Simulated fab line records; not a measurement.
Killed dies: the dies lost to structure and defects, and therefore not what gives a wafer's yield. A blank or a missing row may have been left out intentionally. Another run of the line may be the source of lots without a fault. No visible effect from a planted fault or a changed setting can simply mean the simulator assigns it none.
Matching of chambers	flow n5 finfet	ald metal-04 running N5_HKMG_FIN_ALD_36: 4 sister chambers
The step deposits TiN, target thk 1 nm, pulse time 1 s, purge time 3 s. 16 wafers are shown with their chamber, then 8 later ones without.

WAFERS WITH THEIR CHAMBER
wafer	chamber	heater power w (W)	precursor pulse height rel
L076.1	1	955	0.999
L076.2	0	854	0.995
L076.3	3	914	1.001
L076.4	2	1017	1.019
L076.5	3	922	1.021
L076.6	2	1013	0.983
L077.1	3	903	0.985
L077.3	1	964	1.022
L077.6	3	931	1.020
L079.1	1	968	0.983
L079.3	3	914	1.015
L079.5	1	943	0.999
L080.1	1	945	0.984
L080.4	0	852	1.002
L080.5	2	1007	1.009
L088.1	0	855	1.004

SIGNATURES (averages over the wafers above)
reading	chamber 0	chamber 1	chamber 2	chamber 3	scatter within a chamber
heater power w	853.67	955.00	1012.33	916.80	9.06
precursor pulse height rel	1.00033	0.99740	1.00367	1.00840	0.0149
Rule: a wafer's distance from a chamber is the root of the sum, over the readings, of the square of ((its reading less the chamber's mean) divided by the reading's scatter). If the next closest chamber is less than 2 further off than the closest, the wafer can't be placed; otherwise it belongs to the closest. The scatter: take each reading less its chamber's mean, square it, sum over the shown wafers, divide by the number of wafers less the number of chambers, and take the root.

WAFERS WITHOUT THEIR CHAMBER
wafer	heater power w (W)	precursor pulse height rel
L088.2	998	0.994
L088.3	968	1.008
L094.1	933	0.980
L094.2	840	0.986
L094.4	921	1.012
L096.1	1007	0.989
L096.3	910	0.998
L096.5	856	1.019

WHICH CHAMBER EACH WENT THROUGH
wafer	from the rows above	in truth
L088.2	2	2
L088.3	1	1
L094.1	can't be placed: 3 or 1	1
L094.2	0	0
L094.4	3	3
L096.1	2	2
L096.3	3	3
L096.5	0	0
Correct placement for 7 of the 8. Not placeable from these rows: 1 (in 1, the candidates include the true chamber). Wrongly placed: 0.
